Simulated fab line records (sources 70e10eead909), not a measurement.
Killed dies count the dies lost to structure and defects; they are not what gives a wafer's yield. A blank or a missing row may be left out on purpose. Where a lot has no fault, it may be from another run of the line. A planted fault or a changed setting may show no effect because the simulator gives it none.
A lot that was struck, set against a sound lot    flow nand_harc    16 out of 1302 route steps
Sound: these wafers, L567.1, L567.4, L567.6. Struck: wafer L575.1 (L575.2, L575.6, from the same lot, were not struck and are left out); the cause is given at the end.
At each step with rows: each side's tool, then ch and its chambers, then its first start. Under that, the readings that differ: sound wafers    struck wafers    difference of the means    sigmas: that difference in standard deviations of wafers without a fault.
alike: readings with means less than 2 such deviations apart, plus words and numbers identical on both sides. not compared: withheld readings, readings lacking a value on some wafer, bounds such as >300 that could conceal the same value, and numbers that have no deviation in the record and whose values overlap.
Wherever a step has rows on one side only, a row that says differs or no value, or a row with sigmas, the two part there. When numbers do not overlap yet have no deviation, they are printed without sigmas and do not part them. Lack of a reading on every wafer of one side parts them only where that side has two or more wafers.

NHARC_A_DECK1_JOINT_INSPECT_05:
  struck on defect_inspect-02, day 16 18:04; sound on defect_inspect-02, day 14 07:01
  alike: raw_defect_count
then, 1 step without rows for these wafers: NHARC_A_ONON_D2_DEP_00 (target thk 1000 nm).
NHARC_A_ONON_D2_THK_MEAS_02: measures by ellipsometry.
  struck on film_metro-01, day 16 18:56; sound on film_metro-01, day 14 07:35
reading      sound           struck  difference  sigmas
thk_nm (nm)  1005 1005 1006  979     -26         -3
then, 1 step without rows for these wafers: NHARC_A_ONON_D2_DEP_03 (target thk 1000 nm).
NHARC_A_ONON_D2_THK_MEAS_05: measures by ellipsometry.
  struck on film_metro-01, day 16 19:38; sound on film_metro-01, day 14 08:09
  alike: thk_nm
then, 1 step without rows for these wafers: NHARC_A_ONON_D2_DEP_06 (target thk 1000 nm).
NHARC_A_ONON_D2_THK_MEAS_08: measures by ellipsometry.
  struck on film_metro-01, day 16 20:19; sound on film_metro-01, day 14 08:44
reading      sound        struck  difference  sigmas
thk_nm (nm)  981 982 980  1006    +25         +2
then, 1 step without rows for these wafers: NHARC_A_ONON_D2_DEP_09 (target thk 1000 nm).
NHARC_A_ONON_D2_THK_MEAS_11: measures by ellipsometry.
  struck on film_metro-01, day 16 20:56; sound on film_metro-02, day 14 09:17
  alike: thk_nm
then, 1 step without rows for these wafers: NHARC_A_ONON_D2_DEP_12 (target thk 1000 nm).
NHARC_A_ONON_D2_THK_MEAS_14: measures by ellipsometry.
  struck on film_metro-01, day 16 21:30; sound on film_metro-02, day 14 09:52
  alike: thk_nm
then, 1 step without rows for these wafers: NHARC_A_ONON_D2_ANNEAL_15 (time 3600 s).
NHARC_A_ONON_D2_DEP_16: target thk 1000 nm.
  sound on pecvd_onon-01 ch 0, day 14 14:46; struck on pecvd_onon-04 ch 0, day 17 05:29
  alike: sih4_flow_sccm
NHARC_A_ONON_D2_THK_MEAS_18: measures by ellipsometry.
  struck on film_metro-02, day 17 05:59; sound on film_metro-02, day 14 15:16
reading      sound        struck  difference  sigmas
thk_nm (nm)  992 991 992  965     -27         -3
then, 1 step without rows for these wafers: NHARC_A_ONON_D2_DEP_19 (target thk 1000 nm).
-- the record jumps here: 12 days lie between the struck wafers' starts before and after (it left off in module A_ONON_D2 and takes up again in module END, whose first step shown is number 1302 of the route) --
NHARC_END_SORT_01:
  at this point the record logs the struck wafers (prober-02 ch 0, day 29 15:25) and has no rows for the sound ones

## WHERE THEY PART
At NHARC_A_ONON_D2_THK_MEAS_02 first; at NHARC_END_SORT_01 last (within this record only).

WHY: the cause the simulator had injected
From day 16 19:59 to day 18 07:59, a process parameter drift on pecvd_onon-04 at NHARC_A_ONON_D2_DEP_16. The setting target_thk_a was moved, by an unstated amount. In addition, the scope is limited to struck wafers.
